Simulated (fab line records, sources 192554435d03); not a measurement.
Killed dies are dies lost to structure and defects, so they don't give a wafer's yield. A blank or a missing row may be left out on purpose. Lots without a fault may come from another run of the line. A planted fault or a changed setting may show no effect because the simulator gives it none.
Which tool did it? | flow n5_finfet | 6 lots, 18 wafers sampled, at 2 steps of a route of 1938

WHAT THE GAUGES READ, wafer by wafer
N5_BEOL_M10_THK_MEAS_53: measures by xrf.
lot  | measured     | on            | M10_THK (nm)
L494 | day 11 18:22 | film_metro-01 | 136.0 139.9 141.0
L498 | day 12 17:40 | film_metro-01 | 140.2 142.0 139.1
L503 | day 13 21:44 | film_metro-01 | 133.4 135.8 137.1
L510 | day 17 05:52 | film_metro-02 | 133.8 135.7 136.4
L515 | day 17 20:09 | film_metro-02 | 134.9 136.0 136.3
L514 | day 18 13:24 | film_metro-01 | 138.9 139.1 137.8

WHICH TOOL RAN EACH LOT (tool, then ch and the chambers of the sampled wafers, then the start)
lot  | N5_BEOL_M10_DEGAS_44
L494 | pvd_sputter-03, day 11 16:39
L498 | pvd_sputter-03, day 12 14:44
L503 | pvd_sputter-02, day 13 20:16
L510 | pvd_sputter-01, day 17 02:56
L515 | pvd_sputter-03, day 17 18:26
L514 | pvd_sputter-01, day 18 11:50
- N5_BEOL_M10_DEGAS_44: time 60 s.

THE ANSWER, worked out from the rows above alone
Rule: what is usual is taken from the lots themselves. Put in order of their means at a reading, lots are off if they are a third of the lots or fewer, leave a main group of 4 or more, and stand apart from it by a gap of 3 or more times the standard deviation of the main group's means; of several such gaps the widest counts. A main group whose means are all the same, to the digits that the tables above print for the reading, isn't used. A lot without any number at a reading at which 4 lots or more have one is off too. The other lots that the step has rows for count as sound.
No lot is off at any reading shown: from this, nothing can be told.

WHAT THE SIMULATOR HAD PUT IN
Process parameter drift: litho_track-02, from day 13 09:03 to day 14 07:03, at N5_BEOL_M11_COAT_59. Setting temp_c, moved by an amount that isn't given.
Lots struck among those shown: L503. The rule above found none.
